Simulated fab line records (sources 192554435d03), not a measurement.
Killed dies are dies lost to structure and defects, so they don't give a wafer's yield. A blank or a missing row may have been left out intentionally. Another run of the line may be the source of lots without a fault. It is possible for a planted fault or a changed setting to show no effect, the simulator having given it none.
Split-lot trial	flow n5-finfet	on a route of 1938 steps: 7 lots, 21 wafers read

== ON THE SPLIT ==
At N5_BEOL_M0_SAQP_HM_DEP_111 (deposits SiO2 from SiH4/N2O, target thk 12 nm, time 7.2 s), the setting time-s was moved away from the recipe's 7.2 s on 6 of the 21 wafers read, by -5.4% to +10.8%. The other wafers ran this setting at the recipe's value.

== FROM THE SPLIT TO THE READING: what the file shows between them, 4 steps ==
- N5_BEOL_M0_SAQP_COAT_81: time 60 s, resist thk 100 nm
- N5_BEOL_M0_SAQP_COAT_82: time 60 s, resist thk 30 nm
- N5_BEOL_M0_SAQP_ETCH_84: etches SOC in N2/H2, target depth 100 nm, overetch 20 nm, time 150 s
- N5_BEOL_M0_SAQP_STRIP_80: strips in N2/H2

== THE READING ==
etch.depth-nm (the simulator's own value, which no gauge read), in nm, at N5_BEOL_M0_SAQP_HM_OPEN_112 (chemistry CHF3/O2, target SiO2, stops on a-Si, target depth 12 nm, time 13.5 s). There is no usual value for it anywhere in the file. Average 11.87 nm, standard deviation 0.15 nm, over the 15 wafers here run with the recipe.

wafer	tool, chamber at the split	time-s as run, s	against the recipe	etch.depth-nm, nm	against lot-mates on the recipe
L077.2	pecvd-02, 2,1	6.808	-5.4%	11.18	-0.91
L077.3	pecvd-02, 2,1	6.808	-5.4%	11.25	-0.84
L077.6	pecvd-02, 2	7.2	recipe	12.09	-
L081.1	pecvd-04, 0,1	7.2	recipe	12.03	-
L081.4	pecvd-04, 0,1	7.2	recipe	11.95	-
L081.5	pecvd-04, 2	7.2	recipe	11.8	-
L082.1	pecvd-02, 2,1	7.2	recipe	11.78	-
L082.5	pecvd-02, 0	7.636	+6.1%	12.66	+0.83
L082.6	pecvd-02, 2,1	7.2	recipe	11.88	-
L087.1	pecvd-04, 0	7.2	recipe	12.08	-
L087.4	pecvd-04, 0	7.981	+10.8%	13.76	+1.68
L087.5	pecvd-04, 2	7.981	+10.8%	13.39	+1.31
L089.1	pecvd-02, 1	7.2	recipe	11.73	-
L089.3	pecvd-02, 1	7.2	recipe	12.03	-
L089.5	pecvd-02, 1	7.2	recipe	12.02	-
L091.1	pecvd-04, 0,1	7.2	recipe	11.86	-
L091.2	pecvd-04, 1	7.2	recipe	11.55	-
L091.6	pecvd-04, 0,1	7.2	recipe	11.83	-
L096.1	pecvd-02, 1	7.2	recipe	11.66	-
L096.4	pecvd-02, 1	6.888	-4.3%	11.22	-0.51
L096.5	pecvd-02, 1	7.2	recipe	11.81	-
If several chambers appear in one row, that row covers several wafers at once and the file leaves open which wafer was in which chamber.

THE FIT
A straight line over all 21 wafers: etch.depth-nm changes by +0.147 nm for each +1% of time-s; r = +0.97; the points scatter about the line by 0.16 nm.
The same after taking each lot's own level away (the mean of its wafers on the recipe; 21 wafers): +0.141 nm for each +1%; r = +0.98; scatter 0.12 nm.
The reading moves by 1.5 nm for the largest change in time-s, on that fit.
The lots' own levels span 11.735 to 12.090 nm, that is 2.3 times the standard deviation above.
Consequently the slope shifts little with the lot-to-lot level, the two slopes agreeing.
Check: with one of the wafers moved furthest among these (+10.8%) left out of the fit, the line predicts +1.43 nm for it against its lot-mates. Against them it came out at +1.68 nm.

== OTHER SPLITS ON THESE WAFERS ==
Before the reading, these wafers also passed through other splits. Each is held against what the fit with the lots' levels taken away leaves over:
other split on the same wafers	wafers away from the commonest value	r with etch.depth-nm (lot level and that fit taken away)
N5_BEOL_M0_SAQP_PECVD_04 time-s	7	+0.18

== THE WHOLE CHAIN: every reading that the file lists as answering this split, in the file's order ==
step	what it does	reading	change (the file's fit)	r (the file's)
N5_BEOL_M0_SAQP_HM_DEP_111	deposits SiO2 from SiH4/N2O, target thk 12 nm, time 7.2 s	SiO2_of_BEOL_M0_SAQP_HM_DEP_111.thk-nm (the simulator's own value, which no gauge read)	+0.142 nm for each +1% of the setting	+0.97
N5_BEOL_M0_SAQP_HM_OPEN_112	chemistry CHF3/O2, target SiO2, stops on a-Si, target depth 12 nm, time 13.5 s	etch.depth-nm (the simulator's own value, which no gauge read)	+0.139 nm for each +1% of the setting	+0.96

== THE FILE'S OWN FIT ==
etch.depth-nm changes by +0.139 nm for each +1% of time-s, r = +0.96.
